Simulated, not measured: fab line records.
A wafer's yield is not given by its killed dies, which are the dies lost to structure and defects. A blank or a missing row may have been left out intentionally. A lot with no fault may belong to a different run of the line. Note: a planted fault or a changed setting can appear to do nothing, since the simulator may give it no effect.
A single fault, viewed from 3 desks    flow n5_finfet    numbers are kept per desk, each desk with only its own; the story behind them comes last

== THE DEFECT DESK ==
For each lot, the counts of the inspections along the route, averaged over the sampled wafers that have a number. Any lot whose mean is over 4 standard deviations away from the usual mean is out of limits and marked OUT; that distance is given in the brackets.
Columns: A = raw_defect_count at N5_BEOL_M0_INSPECT_127, usual 63
lot   first seen here  A
L602  day 6 15:13      78
L607  day 8 02:07      56
L609  day 8 09:40      69
L610  day 8 19:41      82
L613  day 9 13:26      59
L614  day 10 03:59     73
L617  day 11 05:31     51
L619  day 11 08:07     57
L621  day 11 18:22     72
L622  day 12 08:05     52
This desk found nothing out of limits on any of the 10 lots.

== THE METROLOGY DESK ==
Means of the sampled wafers that have a number, per lot and without regard to the tool the lot ran on: this is what the gauges read. Any lot whose mean is over 4 standard deviations away from the usual mean is out of limits and marked OUT; that distance is given in the brackets. Of its 11 readings 7 are shown: those that lie furthest out on some lot.
Columns: A = V0_OVL at N5_BEOL_M1_OVL_MEAS_29, usual 0.1 nm; B = DIBL_N at N5_BEOL_M4_RC_MEAS_101, usual 36.6 mV/V; C = IOFF_N at N5_BEOL_M4_RC_MEAS_101, usual 0.167 nA/um; D = ION_N at N5_BEOL_M4_RC_MEAS_101, usual 678 uA/um; E = SS_N at N5_BEOL_M4_RC_MEAS_101, usual 71.5 mV/dec; F = SS_P at N5_BEOL_M4_RC_MEAS_101, usual 73.4 mV/dec; G = VT_N at N5_BEOL_M4_RC_MEAS_101, usual 248.5 mV
lot   first seen here  A     B     C      D    E     F     G
L602  day 6 18:17      -0.2  36.6  0.171  680  71.6  73.6  247.9
L607  day 8 08:10      -0.1  36.6  0.156  672  71.4  73.3  250.0
L609  day 8 11:48      0.0   35.4  0.148  669  71.2  73.0  249.2
L610  day 8 21:30      -0.2  34.5  0.156  678  71.2  73.2  250.2
L613  day 9 16:49      -1.4  35.6  0.157  669  71.1  73.4  249.0
L614  day 10 07:43     0.5   37.8  0.196  675  72.5  73.9  246.9
L617  day 11 07:26     1.8   35.9  0.158  679  70.8  73.4  247.7
L619  day 11 12:06     0.0   38.1  0.169  680  71.7  73.8  249.0
L621  day 11 20:52     1.4   37.6  0.204  694  71.6  74.1  244.3
L622  day 12 11:03     -0.2  36.0  0.155  678  71.3  72.5  250.1
This desk found nothing out of limits on any of the 10 lots.

== DESK OF THE TOOL OWNER: litho_track-05 ==
The tool's own readings at N5_BEOL_M1_COAT_67 (time 60 s, resist thk 60 nm): means of the sampled wafers that have a number, for each lot that ran on this tool. Any lot whose mean is over 4 standard deviations away from the usual mean is out of limits and marked OUT; that distance is given in the brackets.
Columns: A = resist_line_temp_C at N5_BEOL_M1_COAT_67, usual 23.03 C; B = spin_speed_rpm at N5_BEOL_M1_COAT_67, usual 1500.2 rpm
lot   first seen here  A      B
L602  day 6 17:58      22.86  1500.0
L607  day 8 07:43      23.03  1500.6
L609  day 8 11:27      23.06  1458.5 (-38) OUT
L610  day 8 21:11      23.06  1457.7 (-39) OUT
This desk finds L609, L610 out of limits, L609 being first, at day 8 11:27 (spin_speed_rpm at N5_BEOL_M1_COAT_67). L602, L607 stayed within limits.

== PUT TOGETHER ==
The tool owner's desk could have raised an alarm at day 8 11:27, on L609, L610.
Nothing out of limits was seen by the defect desk.
Nothing out of limits was seen by the metrology desk.
The defect desk has L609, L610 on record, within its limits.
The metrology desk has L609, L610 on record, within its limits.
All the named lots went through N5_BEOL_M1_COAT_67 on litho_track-05.

== WHAT HAD BEEN PUT IN BY THE SIMULATOR ==
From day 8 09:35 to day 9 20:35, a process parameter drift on litho_track-05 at N5_BEOL_M1_COAT_67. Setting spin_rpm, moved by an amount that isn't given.
Struck lots among those shown: L609, L610.
How many hours passed from the start of the fault until each desk's first out-of-limits reading: the tool owner's desk, 2.
